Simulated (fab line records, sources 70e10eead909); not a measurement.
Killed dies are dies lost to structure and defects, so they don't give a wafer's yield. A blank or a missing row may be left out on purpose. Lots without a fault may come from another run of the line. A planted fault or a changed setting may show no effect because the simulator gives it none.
fab line records | flow nand_harc | part 2 of 2: steps 24 to 24 of 24
record lots=6 wafers=18 last_day=24
route steps=1159 shown P_M0@282 P_M1@285 END@1159
lots that met no fault: from a run of the same line without faults
start_h: hours from the record's first day to the start of the lot's first wafer shown | wait_h: hours since the lot's step before | " the same as in the row above | L1.1+2: a row that stands for several wafers | - no value, or no start given | * or withheld: withheld | < > ~ a bound
route shown NAME@n: a module of which the file shows steps, and the number in the route of the first | usual: mean/standard deviation of fault-free wafers | same: alike in all rows | chamber/n: place in a boat | sites: the reading at each site | _std_site: their standard deviation | _edge_site: outer sites' mean less inner sites' | radius_mm: how far each site lies from the wafer's centre | mask NAME#n: copy n | behind: the tool/chamber that last shaped the wafer | hold: why the lot was held/for how many hours/how that ended | device: the transistor (n, p or np) that didn't switch | end of line: the same wafers' tests at the end of the route | a step without rows: its recipe alone | killed: dies lost to structure and defects at the first sort, not the wafer's yield | map: a wafer's dies, x killed, . not, _ none there
set.NAME: the setting as run; set.NAME@STEP: as run at that earlier step | model.NAME: the simulator's own value behind a step, which no gauge read
lots at some steps of the route; a table a step, a row a wafer
services: from which hour (start_h, from the record's first day; less than 0 if before it) a tool's chamber was out of use, for how many hours, and why
## steps
# step NHARC_END_SORT_01
# recipe temp_c=25
# usual defect_limited_yield=95.3/1.6 killed_at_array=28/11 killed_at_other=0.5/0.87 killed_at_periphery=2.9/2.2 killed_dies=32/11 killed_open=3.2/1.9 killed_short=1.8/1.4 sort_bin_2_pct=1.5/0.62 sort_bin_3_pct=0.22/0.18 sort_bin_4_pct=3.0/1.1 sort_n_pass=645/11 sort_rim_yield_pct=96.1/2.4 sort_yield_pct=95.3/1.6
# same gross_dies=677 sort_bin_5_pct[%]=0 sort_bin_6_pct[%]=0 sort_bin_7_pct[%]=0 sort_bin_8_pct[%]=0 sort_rim_n_gross=106.00
# columns lot.wafer tool chamber start_h wait_h defect_limited_yield[%] killed_at_array killed_at_other killed_at_periphery killed_dies killed_open killed_short sort_bin_2_pct[%] sort_bin_3_pct[%] sort_bin_4_pct[%] sort_n_pass sort_rim_yield_pct[%] sort_yield_pct[%]
L159.4 prober-01 0 449.85 3.4 96.3 20 0 5 25 3 1 0.4 0.44 2.8 652 98.1 96.3
L159.5 prober-01 0 450.65 3.7 96.6 20 1 2 23 2 2 1.3 0.44 1.6 654 98.1 96.6
L159.6 prober-01 0 451.46 4.0 95.4 29 0 2 31 1 0 1.5 0.15 3.0 646 93.4 95.4
L169.1 prober-02 0 491.36 2.5 94.8 29 1 5 35 2 4 1.3 0.15 3.7 642 96.2 94.8
L169.4 prober-02 0 493.74 3.4 94.4 36 0 2 38 5 1 2.1 0.44 3.1 639 96.2 94.4
L169.5 prober-02 0 494.53 3.7 94.5 34 0 3 37 1 2 1.6 0.15 3.7 640 97.2 94.5
L167.1 prober-01 0 508.53 2.5 94.5 28 0 9 37 5 3 1.8 0.30 3.4 640 94.3 94.5
L167.2 prober-01 0 509.32 2.8 94.5 34 0 3 37 2 4 1.8 0.59 3.1 640 94.3 94.5
L167.3 prober-01 0 510.10 3.1 95.6 25 0 5 30 3 2 1.8 0 2.7 647 98.1 95.6
L176.1 prober-01 0 542.97 2.5 95.9 23 0 5 28 2 2 1.3 0 2.8 649 96.2 95.9
L176.2 prober-01 0 543.77 2.8 96.5 21 0 3 24 3 2 0.9 0 2.7 653 96.2 96.5
L176.3 prober-01 0 544.57 3.1 95.6 21 2 7 30 4 2 1.5 0 3.0 647 95.3 95.6
L174.1 prober-02 0 543.00 2.5 93.2 45 0 1 46 2 1 2.4 0.30 4.1 631 89.6 93.2
L174.2 prober-02 0 543.81 2.8 92.2 50 1 2 53 3 1 2.2 0.44 5.2 624 98.1 92.2
L174.3 prober-02 0 544.63 3.1 94.4 33 1 4 38 2 2 2.2 0.15 3.2 639 96.2 94.4
L179.1 prober-01 0 569.54 2.5 97.0 20 0 0 20 2 1 1.0 0.30 1.6 657 94.3 97.0
L179.2 prober-01 0 570.33 2.8 96.0 24 1 2 27 3 3 1.6 0.30 2.1 650 97.2 96.0
L179.5 prober-01 0 572.70 3.7 96.2 22 1 3 26 3 3 1.5 0 2.4 651 98.1 96.2
# killed by level:class
L159.4 A_SLIT:chamber_film_flake=11 P_ZERO_WELL:chamber_film_flake=4 A_WL_FILL:chamber_film_flake=2 A_CONTACT:chamber_film_flake=2 P_CONTACT:geometric_particle:open=1 A_ONON_D1:geometric_particle:open=1 A_CHANNEL_FILL_D1:geometric_particle:open=1 A_CHANNEL_FILL_D1:geometric_particle:short=1
L159.5 A_SLIT:chamber_film_flake=7 A_WL_FILL:chamber_film_flake=5 A_ZERO_WELL:chamber_film_flake=2 P_CONTACT:geometric_particle:open=1 A_CHANNEL_FILL_D1:geometric_particle:short=1 A_CONTACT:geometric_particle:open=1 A_BLC:geometric_particle:short=1 P_GATE:chamber_film_flake=1
L159.6 A_SLIT:chamber_film_flake=13 A_WL_FILL:chamber_film_flake=6 A_CONTACT:chamber_film_flake=4 P_ZERO_WELL:chamber_film_flake=2 A_STAIRCASE:chamber_film_flake=2 A_CHANNEL_HOLE_D1:geometric_particle:open=1 A_ZERO_WELL:chamber_film_flake=1 A_CHANNEL_FILL_D1:chamber_film_flake=1
L169.1 A_CHANNEL_HOLE_D1:chamber_film_flake=15 A_SLIT:chamber_film_flake=7 P_M2:chamber_film_flake=4 A_CONTACT:chamber_film_flake=2 A_CHANNEL_FILL_D1:geometric_particle:short=1 A_WL_FILL:geometric_particle:short=1 A_BLC:geometric_particle:short=1 A_M0:geometric_particle:short=1
L169.4 A_CHANNEL_HOLE_D1:chamber_film_flake=16 A_SLIT:chamber_film_flake=10 A_M0:geometric_particle:open=3 A_STAIRCASE:chamber_film_flake=3 A_CHANNEL_FILL_D1:geometric_particle:short=1 A_WL_FILL:geometric_particle:open=1 A_CONTACT:geometric_particle:open=1 P_M1:chamber_film_flake=1
L169.5 A_SLIT:chamber_film_flake=14 A_CHANNEL_HOLE_D1:chamber_film_flake=11 A_STAIRCASE:chamber_film_flake=4 P_M2:chamber_film_flake=2 A_CONTACT:chamber_film_flake=2 A_CHANNEL_FILL_D1:geometric_particle:short=1 A_CONTACT:geometric_particle:short=1 A_CONTACT:geometric_particle:open=1
L167.1 A_SLIT:chamber_film_flake=13 P_M2:chamber_film_flake=6 A_CHANNEL_HOLE_D1:chamber_film_flake=3 A_CONTACT:chamber_film_flake=3 A_STAIRCASE:chamber_film_flake=2 A_M1:chamber_film_flake=2 P_GATE:geometric_particle:open=1 P_CONTACT:geometric_particle:open=1
L167.2 A_SLIT:chamber_film_flake=12 A_CHANNEL_HOLE_D1:chamber_film_flake=5 A_STAIRCASE:chamber_film_flake=5 A_CONTACT:chamber_film_flake=4 A_ONON_D1:geometric_particle:short=3 A_M1:chamber_film_flake=3 P_M0:geometric_particle:open=1 A_CHANNEL_FILL_D1:geometric_particle:short=1
L167.3 A_SLIT:chamber_film_flake=12 A_CHANNEL_HOLE_D1:chamber_film_flake=4 A_STAIRCASE:chamber_film_flake=3 P_STI:chamber_film_flake=2 P_CONTACT:geometric_particle:open=1 P_M0:geometric_particle:open=1 A_WL_FILL:geometric_particle:short=1 A_BLC:geometric_particle:short=1
L176.1 A_CHANNEL_HOLE_D1:chamber_film_flake=11 A_STAIRCASE:chamber_film_flake=5 A_CONTACT:chamber_film_flake=4 P_GATE:chamber_film_flake=2 P_M1:geometric_particle:open=1 A_SOURCE_PLATE:geometric_particle:open=1 A_CHANNEL_HOLE_D1:geometric_particle:short=1 A_CONTACT:geometric_particle:short=1
L174.1 A_SLIT:chamber_film_flake=19 A_CHANNEL_HOLE_D1:chamber_film_flake=17 A_STAIRCASE:chamber_film_flake=7 A_CONTACT:geometric_particle:open=2 P_M2:geometric_particle:short=1
L176.2 A_CHANNEL_HOLE_D1:chamber_film_flake=11 A_CONTACT:chamber_film_flake=4 A_BLC:geometric_particle:short=2 P_GATE:chamber_film_flake=2 P_CONTACT:geometric_particle:open=1 A_CONTACT:geometric_particle:open=1 A_BLC:geometric_particle:open=1 A_CHANNEL_FILL_D1:chamber_film_flake=1
L174.2 A_CHANNEL_HOLE_D1:chamber_film_flake=20 A_SLIT:chamber_film_flake=20 A_STAIRCASE:chamber_film_flake=3 A_CONTACT:chamber_film_flake=3 A_SGD_CUT:geometric_particle:open=2 P_CONTACT:geometric_particle:open=1 A_WL_FILL:geometric_particle:short=1 P_GATE:chamber_film_flake=1
L176.3 A_CHANNEL_HOLE_D1:chamber_film_flake=10 P_GATE:chamber_film_flake=5 A_CONTACT:chamber_film_flake=3 THIN_TSV:chamber_film_flake=2 P_GATE:geometric_particle:open=1 P_CONTACT:geometric_particle:open=1 A_WL_FILL:geometric_particle:short=1 A_CONTACT:geometric_particle:open=1
L174.3 A_CHANNEL_HOLE_D1:chamber_film_flake=16 A_SLIT:chamber_film_flake=11 P_GATE:chamber_film_flake=2 A_CONTACT:chamber_film_flake=2 P_CONTACT:geometric_particle:open=1 P_CONTACT:geometric_particle:short=1 A_WL_FILL:geometric_particle:short=1 A_CONTACT:geometric_particle:open=1
L179.1 A_CONTACT:chamber_film_flake=8 A_CHANNEL_HOLE_D1:chamber_film_flake=5 A_STAIRCASE:chamber_film_flake=2 A_M1:chamber_film_flake=2 A_ONON_D1:geometric_particle:short=1 A_SGD_CUT:geometric_particle:open=1 A_WL_FILL:geometric_particle:open=1
L179.2 A_CHANNEL_HOLE_D1:chamber_film_flake=9 A_CONTACT:chamber_film_flake=5 A_STAIRCASE:chamber_film_flake=3 A_WL_FILL:chamber_film_flake=2 P_M0:geometric_particle:open=1 A_CHANNEL_FILL_D1:geometric_particle:short=1 A_CONTACT:geometric_particle:open=1 A_M0:geometric_particle:open=1
L179.5 A_CHANNEL_HOLE_D1:chamber_film_flake=9 P_GATE:chamber_film_flake=3 A_CONTACT:chamber_film_flake=3 A_WL_FILL:geometric_particle:short=2 A_STAIRCASE:chamber_film_flake=2 A_WL_FILL:chamber_film_flake=2 A_ONON_D1:geometric_particle:open=1 A_CHANNEL_FILL_D1:geometric_particle:open=1
## services
# columns tool chamber start_h hours kind
litho_track-06 - 117.00 7.0 pm
rie_diel-05 0 118.10 - clean
rie_diel-05 1 118.10 - clean
rie_diel-05 2 118.10 - clean
rie_diel-05 3 118.10 - clean
rie_diel-13 - 119.40 0.2 repair
rie_diel-13 2 123.77 21.7 repair
rie_diel-08 - 124.88 9.0 pm
rie_diel-13 3 134.00 1.8 repair
litho_track-04 - 141.00 7.0 pm
rie_diel-08 1 141.25 6.0 repair
rie_diel-05 0 142.60 - clean
rie_diel-05 1 142.60 - clean
rie_diel-05 2 142.60 - clean
rie_diel-05 3 142.60 - clean
pecvd-02 - 153.01 13.0 pm
rie_diel-05 - 163.60 9.0 pm
rie_diel-05 0 163.60 9.0 vent_cycle
rie_diel-05 1 163.60 9.0 vent_cycle
rie_diel-05 2 163.60 9.0 vent_cycle
pecvd-02 - 209.51 1.1 repair
rie_diel-13 1 223.23 23.2 repair
pecvd-01 - 237.05 13.0 pm
pecvd-02 - 250.93 0.9 repair
